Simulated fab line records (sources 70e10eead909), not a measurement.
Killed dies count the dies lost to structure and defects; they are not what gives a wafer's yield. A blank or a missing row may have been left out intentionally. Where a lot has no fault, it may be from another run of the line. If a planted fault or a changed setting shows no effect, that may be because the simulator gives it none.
Matching of chambers | flow nand-harc | NHARC_A_BLC_STRIP_29 on rie-diel-08 has 4 sister chambers
The step strips in CF4. 4 wafers are shown with their chamber, then 8 later ones without.

## WAFERS, EACH WITH ITS CHAMBER
wafer  | chamber | oes-product-au (a.u.)
L079.4 | 3       | 0.989
L079.6 | 0       | 0.994
L092.5 | 1       | 1.019
L096.1 | 2       | 0.984

## WAFERS WITHOUT THEIR CHAMBER
wafer  | oes-product-au (a.u.)
L096.3 | 1.012
L096.4 | 0.994
L094.2 | 1.004
L094.3 | 1.027
L094.4 | 0.998
L097.3 | 0.965
L097.4 | 1.025
L097.6 | 0.970

## WHICH CHAMBER EACH ONE RAN IN
wafer  | from the rows above               | in truth
L096.3 | can't be placed: 1 or 0 or 3      | 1
L096.4 | can't be placed: 0 or 3 or 2      | 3
L094.2 | can't be placed: 0 or 1 or 3 or 2 | 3
L094.3 | 1                                 | 1
L094.4 | can't be placed: 0 or 3 or 2 or 1 | 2
L097.3 | can't be placed: 2 or 3 or 0      | 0
L097.4 | 1                                 | 1
L097.6 | can't be placed: 2 or 3 or 0      | 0
Correctly placed: 2 of 8. Not placeable from these rows: 6 (in 6, the candidates include the true chamber). Placed wrongly: 0.
How it was worked out, from the rows above alone: a wafer's distance from a chamber is the root of the sum, over the readings, of the square of ((its reading less the chamber's mean) divided by the reading's scatter). The wafer belongs to the nearest chamber; if the next one is less than 2 further off, it can't be placed. Each chamber's mean is taken over the wafers shown for it. The scatter: with one shown wafer a chamber, the root of the mean of the squares of how far each hidden wafer lies from its nearest shown one.
